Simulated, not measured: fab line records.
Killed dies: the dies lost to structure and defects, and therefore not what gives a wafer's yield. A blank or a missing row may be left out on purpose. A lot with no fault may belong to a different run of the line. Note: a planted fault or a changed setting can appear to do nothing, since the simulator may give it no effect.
Matching of chambers ; flow n5_finfet ; 3 sister chambers for N5_BEOL_M5_PRE_CLEAN_77 on cvd_co-01
The step time 15 s. 3 wafers are shown with their chamber, then 12 later ones without.

## EACH WAFER AND ITS CHAMBER
wafer;chamber;heater_power_w (W)
L089.1;2;43
L089.3;1;77
L089.6;0;118

## WAFERS MISSING THEIR CHAMBER
wafer;heater_power_w (W)
L092.2;45
L092.3;76
L092.5;77
L094.2;77
L094.4;119
L094.5;45
L097.1;122
L097.3;43
L097.4;44
L096.3;45
L096.5;120
L096.6;76

## THE CHAMBER EACH PASSED THROUGH
wafer;from the rows above;in truth
L092.2;2;2
L092.3;1;1
L092.5;1;1
L094.2;1;1
L094.4;0;0
L094.5;2;2
L097.1;0;0
L097.3;2;2
L097.4;2;2
L096.3;2;2
L096.5;0;0
L096.6;1;1
Correctly placed: 12 of 12. Number that these rows cannot place: 0. 0 placed wrongly.
How it was worked out, from the rows above alone: a wafer's distance from a chamber is the root of the sum, over the readings, of the square of ((its reading less the chamber's mean) divided by the reading's scatter). If the next closest chamber is less than 2 further off than the closest, the wafer can't be placed; otherwise it belongs to the closest. The mean given for a chamber averages the wafers shown for that chamber. The scatter: with one shown wafer a chamber, the root of the mean of the squares of how far each hidden wafer lies from its nearest shown one.
